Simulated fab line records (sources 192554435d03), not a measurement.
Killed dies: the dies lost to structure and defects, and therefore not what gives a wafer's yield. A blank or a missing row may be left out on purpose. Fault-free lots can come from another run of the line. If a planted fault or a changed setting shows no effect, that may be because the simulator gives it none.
Which tool did it? || flow n5-finfet || at 1 step of a route of 1938, 10 lots with 30 wafers sampled

## WHAT EACH GAUGE READ, for each wafer
N5_MOL_CONTACT_COAG_CD_MEAS_40: the cd target is 25.1 nm.
{"lot": "L076", "measured": "day 5 14:47", "on": "cd-sem-03", "cd-nm (nm)": "24.93 25.12 25.27"}
{"lot": "L078", "measured": "day 6 02:58", "on": "cd-sem-01", "cd-nm (nm)": "25.07 25.22 25.12"}
{"lot": "L080", "measured": "day 6 17:36", "on": "cd-sem-02", "cd-nm (nm)": "24.66 24.58 25.00"}
{"lot": "L082", "measured": "day 7 03:46", "on": "cd-sem-01", "cd-nm (nm)": "24.96 25.76 25.02"}
{"lot": "L084", "measured": "day 7 22:36", "on": "cd-sem-03", "cd-nm (nm)": "25.24 25.03 25.26"}
{"lot": "L087", "measured": "day 9 10:19", "on": "cd-sem-01", "cd-nm (nm)": "25.08 25.20 25.33"}
{"lot": "L090", "measured": "day 9 17:02", "on": "cd-sem-03", "cd-nm (nm)": "25.00 25.30 24.81"}
{"lot": "L094", "measured": "day 10 22:28", "on": "cd-sem-03", "cd-nm (nm)": "25.42 25.07 25.32"}
{"lot": "L092", "measured": "day 11 01:38", "on": "cd-sem-03", "cd-nm (nm)": "24.77 25.25 25.00"}
{"lot": "L097", "measured": "day 11 11:06", "on": "cd-sem-01", "cd-nm (nm)": "24.76 25.22 25.07"}

## TOOL THAT RAN EACH LOT (tool first, then ch and the chambers of the sampled wafers, then the start)
There is no process step in the record ahead of these readings.

## THE ANSWER, worked out from the rows above alone
Rule: what is usual is taken from the lots themselves. The widest of any qualifying gaps counts: lots, ordered by their means at a reading, are off when they make up no more than a third of the lots, leave a main group of 4 or more, and stand apart from it by 3 or more times the standard deviation of that group's means. If all means in a main group match to the digits the tables above print for the reading, that group is not used. Also off: a lot with no number at a reading for which 4 or more lots have one. Where the step has rows for the other lots, those lots are counted as sound.
Nothing can be told from this: no lot is off at any reading shown.

## WHAT WAS PUT IN BY THE SIMULATOR
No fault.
